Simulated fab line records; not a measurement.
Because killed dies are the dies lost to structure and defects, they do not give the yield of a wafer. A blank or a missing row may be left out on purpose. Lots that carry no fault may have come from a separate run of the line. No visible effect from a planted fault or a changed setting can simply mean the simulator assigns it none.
Matching of chambers :: flow nand_harc :: NHARC_A_BONDPAD_STRIP_15 on rie_diel-08 has 4 sister chambers
The step strips in O2. 14 wafers are shown with their chamber, then 7 later ones without.

WAFERS WITH THEIR CHAMBER
wafer: L078.1
chamber: 0
showerhead_plenum_p_Torr (Torr): 3.43
oes_product_au (a.u.): 1.002
rf_vpp_V (V): 58.0

wafer: L078.2
chamber: 3
showerhead_plenum_p_Torr (Torr): 3.40
oes_product_au (a.u.): 1.000
rf_vpp_V (V): 57.5

wafer: L078.4
chamber: 2
showerhead_plenum_p_Torr (Torr): 3.46
oes_product_au (a.u.): 1.002
rf_vpp_V (V): 57.4

wafer: L079.2
chamber: 2
showerhead_plenum_p_Torr (Torr): 3.46
oes_product_au (a.u.): 1.009
rf_vpp_V (V): 57.1

wafer: L079.5
chamber: 3
showerhead_plenum_p_Torr (Torr): 3.40
oes_product_au (a.u.): 0.999
rf_vpp_V (V): 57.2

wafer: L079.6
chamber: 2
showerhead_plenum_p_Torr (Torr): 3.46
oes_product_au (a.u.): 0.996
rf_vpp_V (V): 56.8

wafer: L086.1
chamber: 1
showerhead_plenum_p_Torr (Torr): 3.42
oes_product_au (a.u.): 0.994
rf_vpp_V (V): 56.8

wafer: L086.2
chamber: 2
showerhead_plenum_p_Torr (Torr): 3.45
oes_product_au (a.u.): 0.998
rf_vpp_V (V): 57.4

wafer: L086.5
chamber: 0
showerhead_plenum_p_Torr (Torr): 3.42
oes_product_au (a.u.): 1.003
rf_vpp_V (V): 57.1

wafer: L087.1
chamber: 2
showerhead_plenum_p_Torr (Torr): 3.45
oes_product_au (a.u.): 1.000
rf_vpp_V (V): 57.1

wafer: L087.4
chamber: 3
showerhead_plenum_p_Torr (Torr): 3.39
oes_product_au (a.u.): 1.011
rf_vpp_V (V): 56.9

wafer: L087.6
chamber: 3
showerhead_plenum_p_Torr (Torr): 3.39
oes_product_au (a.u.): 1.000
rf_vpp_V (V): 56.5

wafer: L092.1
chamber: 2
showerhead_plenum_p_Torr (Torr): 3.44
oes_product_au (a.u.): 1.008
rf_vpp_V (V): 57.5

wafer: L092.4
chamber: 0
showerhead_plenum_p_Torr (Torr): 3.41
oes_product_au (a.u.): 1.002
rf_vpp_V (V): 55.7

SIGNATURES (means of the wafers above)
reading: showerhead_plenum_p_Torr
chamber 0: 3.4200
chamber 1: 3.4200
chamber 2: 3.4533
chamber 3: 3.3950
scatter within a chamber: 0.00796

reading: oes_product_au
chamber 0: 1.00233
chamber 1: 0.99400
chamber 2: 1.00217
chamber 3: 1.00250
scatter within a chamber: 0.00488

reading: rf_vpp_V
chamber 0: 56.933
chamber 1: 56.800
chamber 2: 57.217
chamber 3: 57.025
scatter within a chamber: 0.599
Rule: for a wafer and a chamber, the distance is found by dividing, reading by reading, the gap between the wafer's reading and the chamber's mean by the reading's scatter, squaring, summing and taking the root. The wafer belongs to the nearest chamber; if the next one is less than 2 further off, it can't be placed. The scatter: the root of (the sum of the squares of (reading less its chamber's mean) over the shown wafers, divided by (wafers less chambers)).

WAFERS MISSING THEIR CHAMBER
wafer: L092.5
showerhead_plenum_p_Torr (Torr): 3.44
oes_product_au (a.u.): 0.998
rf_vpp_V (V): 57.7

wafer: L094.2
showerhead_plenum_p_Torr (Torr): 3.41
oes_product_au (a.u.): 1.004
rf_vpp_V (V): 57.3

wafer: L094.3
showerhead_plenum_p_Torr (Torr): 3.39
oes_product_au (a.u.): 1.005
rf_vpp_V (V): 56.6

wafer: L094.5
showerhead_plenum_p_Torr (Torr): 3.41
oes_product_au (a.u.): 0.998
rf_vpp_V (V): 56.1

wafer: L096.2
showerhead_plenum_p_Torr (Torr): 3.44
oes_product_au (a.u.): 1.008
rf_vpp_V (V): 57.0

wafer: L096.4
showerhead_plenum_p_Torr (Torr): 3.39
oes_product_au (a.u.): 1.011
rf_vpp_V (V): 58.9

wafer: L096.5
showerhead_plenum_p_Torr (Torr): 3.41
oes_product_au (a.u.): 1.010
rf_vpp_V (V): 56.6

CHAMBER TAKEN BY EACH
wafer: L092.5
from the rows above: can't be placed: 2 or 0 or 1
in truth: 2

wafer: L094.2
from the rows above: can't be placed: 0 or 3 or 1
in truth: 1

wafer: L094.3
from the rows above: 3
in truth: 3

wafer: L094.5
from the rows above: can't be placed: 1 or 0 or 3
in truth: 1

wafer: L096.2
from the rows above: can't be placed: 2 or 0 or 1
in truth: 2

wafer: L096.4
from the rows above: can't be placed: 3 or 0
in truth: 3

wafer: L096.5
from the rows above: can't be placed: 0 or 3 or 1
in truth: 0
Correct placement for 1 of the 7. Can't be placed from these rows: 6 (the true chamber is among the candidates in 6). Placed wrongly: 0.
